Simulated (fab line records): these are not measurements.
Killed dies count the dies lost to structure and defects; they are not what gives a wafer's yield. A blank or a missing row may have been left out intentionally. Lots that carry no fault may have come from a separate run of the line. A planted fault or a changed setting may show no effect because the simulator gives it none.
8D (eight disciplines) problem report, filled in by code ; flow nand_harc ; the parts of the form that need people (team, actions taken, sign-off) are left out

## 1. WHAT WENT WRONG
Wafers without a fault read 299.7 W, standard deviation 0.88; rf_fwd_power_W at NHARC_THIN_TSV_ETCH_44 reads a mean of 263.0 W on 6 wafers belonging to 2 lots. That puts it -42 standard deviations away from the usual mean.
The step: etches the open film in CF4/O2, target depth 1594.2 nm, time 797.1 s.
Seen first at day 20 22:08 on rie_diel-02, wafer L955.2. The record holds 36 wafers of 12 lots with a number at this step. The rule behind "out" and "out of limits": a value lying over 4 standard deviations away from the usual mean. Any other wafer with a number is counted as sound.

## 2. WHAT IT IS; WHAT IT IS NOT
question;is;is not
which readings at this step;rf_fwd_power_W;cf4_flow_sccm, drypump_motor_current_A, throttle_valve_pct
which lots;L955, L959;L947, L951, L961, L962, L963, L964, L965, L966, L968, L969
which wafers of those lots;all that have a number;-
read on which tools;rie_diel-02;rie_diel-01, rie_diel-11
when;from day 20 22:08;"up to then (6 sound wafers); but 24 sound wafers of L961, L962, L963, L964, L965, L966, L968, L969 came after"

## 3. WHAT RULES OUT EACH SUSPECT
Counting: a tool stays on the suspect list if, at a process step up to the reading, it processed all lots that are out and no sound lot following the first of them.
- pvd_sputter-02 at NHARC_A_BONDPAD_PVD_17 (deposits TaN, target thk 5 nm, time 8.06 s): ruled out as a lasting fault. Sound lots L962, L965 ran on it after its first lot that is out, L955 (day 20 22:08). With no start given for some of its lots, NHARC_A_BONDPAD_PVD_17 uses the hours and lot order of NHARC_THIN_TSV_ETCH_44.
- rie_diel-02 at NHARC_THIN_TSV_ETCH_44 (etches the open film in CF4/O2, target depth 1594.2 nm, time 797.1 s): ruled out as a lasting fault. Sound lots L969 ran on it after its first lot that is out, L955 (day 20 22:08).
Left after counting: nothing in the record.

## 4. THE CAUSE (what the simulator had put in)
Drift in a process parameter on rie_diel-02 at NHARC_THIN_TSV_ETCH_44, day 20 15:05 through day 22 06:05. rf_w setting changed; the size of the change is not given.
Counting ruled it out, wrongly.

## 5. THE EFFECT CHAIN, in route order
Each row: a reading whose mean over the struck wafers that have a number lies more than 3 standard deviations from the usual. Only readings for which the record gives a usual standard deviation are gone through. hours: the time from each lot's start at the first step in this table that gives one to its start at this step, as a median over the lots. sigmas: the change in usual standard deviations.
hours;step;reading;usual;on struck wafers;change;sigmas
0;NHARC_THIN_TSV_ETCH_44;oes_product_au;0.996 a.u.;0.927;-0.069;-4.0
0;NHARC_THIN_TSV_ETCH_44;rf_fwd_power_W;299.7 W;263.0;-36.7;-42
Here are the process steps it includes:
- NHARC_THIN_TSV_ETCH_44: etches the open film in CF4/O2, target depth 1594.2 nm, time 797.1 s.
Later measuring or inspecting steps at which every struck wafer that the step has a row for has a number for every such reading, and none has moved that far: NHARC_END_SORT_01.

## 6. HOW IT WOULD HAVE BEEN CAUGHT EARLIER
In this record the first reading out of limits was taken at day 20 22:08, 7 hours after the fault began at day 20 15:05.
